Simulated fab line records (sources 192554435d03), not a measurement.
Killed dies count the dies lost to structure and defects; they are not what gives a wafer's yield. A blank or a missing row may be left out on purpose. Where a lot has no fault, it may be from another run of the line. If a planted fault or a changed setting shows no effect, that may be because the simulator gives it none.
Matching of chambers / flow n5Finfet / N5_BEOL_M9_VIA_ETCH_34 on rieDiel-02 has 4 sister chambers
The step etches SiCOH lowk in C4F6/O2, target depth 182.4 nm, time 68.4 s. 14 wafers are shown with their chamber, then 7 later ones without.

== EACH WAFER AND ITS CHAMBER ==
wafer=L075.2; chamber=3; showerheadPlenumPTorr (Torr)=2.82; throttleValvePct (%)=21.24; rfVppV (V)=679
wafer=L075.5; chamber=3; showerheadPlenumPTorr (Torr)=2.82; throttleValvePct (%)=21.24; rfVppV (V)=678
wafer=L075.6; chamber=2; showerheadPlenumPTorr (Torr)=3.01; throttleValvePct (%)=20.72; rfVppV (V)=651
wafer=L077.2; chamber=3; showerheadPlenumPTorr (Torr)=2.82; throttleValvePct (%)=21.25; rfVppV (V)=678
wafer=L077.4; chamber=2; showerheadPlenumPTorr (Torr)=3.01; throttleValvePct (%)=20.71; rfVppV (V)=650
wafer=L077.6; chamber=3; showerheadPlenumPTorr (Torr)=2.82; throttleValvePct (%)=21.23; rfVppV (V)=680
wafer=L074.1; chamber=3; showerheadPlenumPTorr (Torr)=2.82; throttleValvePct (%)=21.26; rfVppV (V)=679
wafer=L074.3; chamber=0; showerheadPlenumPTorr (Torr)=2.90; throttleValvePct (%)=20.84; rfVppV (V)=633
wafer=L074.5; chamber=2; showerheadPlenumPTorr (Torr)=3.01; throttleValvePct (%)=20.72; rfVppV (V)=651
wafer=L079.1; chamber=2; showerheadPlenumPTorr (Torr)=3.01; throttleValvePct (%)=20.71; rfVppV (V)=650
wafer=L079.3; chamber=3; showerheadPlenumPTorr (Torr)=2.82; throttleValvePct (%)=21.24; rfVppV (V)=680
wafer=L079.5; chamber=2; showerheadPlenumPTorr (Torr)=3.01; throttleValvePct (%)=20.72; rfVppV (V)=651
wafer=L082.2; chamber=3; showerheadPlenumPTorr (Torr)=2.81; throttleValvePct (%)=21.26; rfVppV (V)=681
wafer=L082.4; chamber=1; showerheadPlenumPTorr (Torr)=2.83; throttleValvePct (%)=20.87; rfVppV (V)=662

SIGNATURES (averages over the wafers above)
reading=showerheadPlenumPTorr; chamber 0=2.9000; chamber 1=2.8300; chamber 2=3.0100; chamber 3=2.8186; scatter within a chamber=0.00293
reading=throttleValvePct; chamber 0=20.8400; chamber 1=20.8700; chamber 2=20.7160; chamber 3=21.2457; scatter within a chamber=0.00944
reading=rfVppV; chamber 0=633.00; chamber 1=662.00; chamber 2=650.60; chamber 3=679.29; scatter within a chamber=0.929
Rule: for a wafer and a chamber, the distance is found by dividing, reading by reading, the gap between the wafer's reading and the chamber's mean by the reading's scatter, squaring, summing and taking the root. The wafer belongs to the nearest chamber; if the next one is less than 2 further off, it can't be placed. The scatter: take each reading less its chamber's mean, square it, sum over the shown wafers, divide by the number of wafers less the number of chambers, and take the root.

== WAFERS WHOSE CHAMBER IS MISSING ==
wafer=L082.5; showerheadPlenumPTorr (Torr)=2.83; throttleValvePct (%)=20.85; rfVppV (V)=664
wafer=L083.1; showerheadPlenumPTorr (Torr)=3.01; throttleValvePct (%)=20.72; rfVppV (V)=652
wafer=L083.3; showerheadPlenumPTorr (Torr)=2.83; throttleValvePct (%)=20.86; rfVppV (V)=662
wafer=L083.4; showerheadPlenumPTorr (Torr)=3.01; throttleValvePct (%)=20.73; rfVppV (V)=651
wafer=L087.1; showerheadPlenumPTorr (Torr)=2.89; throttleValvePct (%)=20.86; rfVppV (V)=630
wafer=L087.5; showerheadPlenumPTorr (Torr)=2.81; throttleValvePct (%)=21.25; rfVppV (V)=678
wafer=L087.6; showerheadPlenumPTorr (Torr)=3.00; throttleValvePct (%)=20.74; rfVppV (V)=652

== WHICH CHAMBER EACH WENT THROUGH ==
wafer=L082.5; from the rows above=1; in truth=1
wafer=L083.1; from the rows above=2; in truth=2
wafer=L083.3; from the rows above=1; in truth=1
wafer=L083.4; from the rows above=2; in truth=2
wafer=L087.1; from the rows above=0; in truth=0
wafer=L087.5; from the rows above=3; in truth=3
wafer=L087.6; from the rows above=2; in truth=2
Correct placement for 7 of the 7. From these rows, 0 cannot be placed. Wrongly placed: 0.
